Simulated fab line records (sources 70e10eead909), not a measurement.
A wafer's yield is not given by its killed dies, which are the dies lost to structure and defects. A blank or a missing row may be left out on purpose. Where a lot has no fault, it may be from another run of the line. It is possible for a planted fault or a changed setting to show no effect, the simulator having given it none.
Which tool is to blame? -- flow nandHarc -- 12 lots with 36 wafers sampled at 5 steps, on a route of 1159 steps

WHAT THE GAUGES SHOWED, per wafer
NHARC_A_CONTACT_CD_MEAS_69 targets a cd of 200 nm.
lot,measured,on,cdNm (nm)
L075,day 16 23:28,cdSem-01,200.5 201.1 200.4
L074,day 17 05:20,cdSem-03,201.2 200.0 200.1
L079,day 17 10:56,cdSem-02,199.1 200.2 200.5
L082,day 19 00:08,cdSem-01,200.1 199.7 200.2
L083,day 19 09:55,cdSem-01,199.0 199.9 200.5
L088,day 19 12:44,cdSem-02,200.5 199.3 200.3
L086,day 19 18:56,cdSem-01,200.3 201.0 200.7
L089,day 20 08:35,cdSem-02,200.9 201.4 201.6
L092,day 20 17:12,cdSem-02,200.7 200.8 201.3
L091,day 20 21:37,cdSem-02,200.8 200.9 201.0
L094,day 21 23:50,cdSem-01,199.7 199.7 199.5
L097,day 22 12:55,cdSem-03,202.3 201.5 200.7

WHAT TOOL EACH LOT RAN ON (gives the tool, then ch and the chambers of the sampled wafers, and finally the start)
lot,NHARC_A_CONTACT_ETCH_115,NHARC_A_CONTACT_ETCH_122,NHARC_A_CONTACT_ETCH_96,NHARC_A_CONTACT_DEP_57
L075,"harCapEtch-01 ch 0,1, day 16 16:26","harCapEtch-01 ch 0,1, day 16 17:04","rieDiel-06 ch 0,3, day 16 21:23 or earlier","aclDep-02 ch 0, day 16 21:23"
L074,"harCapEtch-03 ch 0,1, day 16 23:55","harCapEtch-03 ch 0,1, day 17 00:33","rieDiel-06 ch 1,2, day 17 03:10 or earlier","aclDep-01 ch 0, day 17 03:10"
L079,"harCapEtch-03 ch 0,1, day 17 05:19","harCapEtch-03 ch 0,1, day 17 05:56","rieDiel-13 ch 0,1,2, day 17 08:29 or earlier","aclDep-01 ch 0, day 17 08:29"
L082,"harCapEtch-02 ch 0,1, day 18 09:16","harCapEtch-02 ch 0,1, day 18 09:54","rieDiel-09 ch 1,2,3, day 18 17:22 or earlier","aclDep-03 ch 0, day 18 17:22"
L083,"harCapEtch-02 ch 0,1, day 19 02:17","harCapEtch-02 ch 0,1, day 19 03:08","rieDiel-13 ch 1,2,3, day 19 08:25 or earlier","aclDep-02 ch 0, day 19 08:25"
L088,"harCapEtch-01 ch 0,1, day 19 07:01","harCapEtch-01 ch 0,1, day 19 07:40","rieDiel-06 ch 1,2,3, day 19 08:31","aclDep-01 ch 0, day 19 10:23"
L086,"harCapEtch-02 ch 0,1, day 19 13:26","harCapEtch-02 ch 0,1, day 19 14:05","rieDiel-09 ch 1,2,3, day 19 16:45 or earlier","aclDep-01 ch 0, day 19 16:45"
L089,"harCapEtch-01 ch 0,1, day 20 01:46","harCapEtch-01 ch 0,1, day 20 02:25","rieDiel-06 ch 0,1, day 20 06:32 or earlier","aclDep-01 ch 0, day 20 06:32"
L092,"harCapEtch-02 ch 0,1, day 20 09:55","harCapEtch-02 ch 0,1, day 20 10:33","rieDiel-06 ch 2,3, day 20 14:43 or earlier","aclDep-01 ch 0, day 20 14:43"
L091,"harCapEtch-01 ch 0,1, day 20 16:38","harCapEtch-01 ch 0,1, day 20 17:17","rieDiel-13 ch 2,3, day 20 19:14 or earlier","aclDep-03 ch 0, day 20 19:14"
L094,"harCapEtch-03 ch 0,1, day 21 18:37","harCapEtch-03 ch 0,1, day 21 19:15","rieDiel-09 ch 0,1,3, day 21 22:04 or earlier","aclDep-02 ch 0, day 21 22:04"
L097,"harCapEtch-02 ch 0,1, day 22 07:51","harCapEtch-02 ch 0,1, day 22 08:29","rieDiel-09 ch 0,1,3, day 22 10:43 or earlier","aclDep-03 ch 0, day 22 10:43"
- NHARC_A_CONTACT_ETCH_115: etches the open film in C4F8/O2/Ar, time 94 s, target depth 922 nm.
- NHARC_A_CONTACT_ETCH_122: etches the open film in C4F8/O2/Ar, time 95 s, target depth 930 nm.
- NHARC_A_CONTACT_ETCH_96: etches the open film in C4F6/O2, target depth 20 nm, time 10 s.
- NHARC_A_CONTACT_DEP_57: deposits aC, target thk 2800 nm.

THE ANSWER, worked out from the rows above alone
Rule: the usual values come from the lots themselves. Put in order of their means at a reading, lots are off if they are a third of the lots or fewer, leave a main group of 4 or more, and stand apart from it by a gap of 3 or more times the standard deviation of the main group's means; of several such gaps the widest counts. A main group whose means are all the same, to the digits that the tables above print for the reading, isn't used. Also off: a lot with no number at a reading for which 4 or more lots have one. All remaining lots with rows at the step are treated as sound.
Nothing can be told from this: no lot is off at any reading shown.

WHAT HAD BEEN PUT IN BY THE SIMULATOR
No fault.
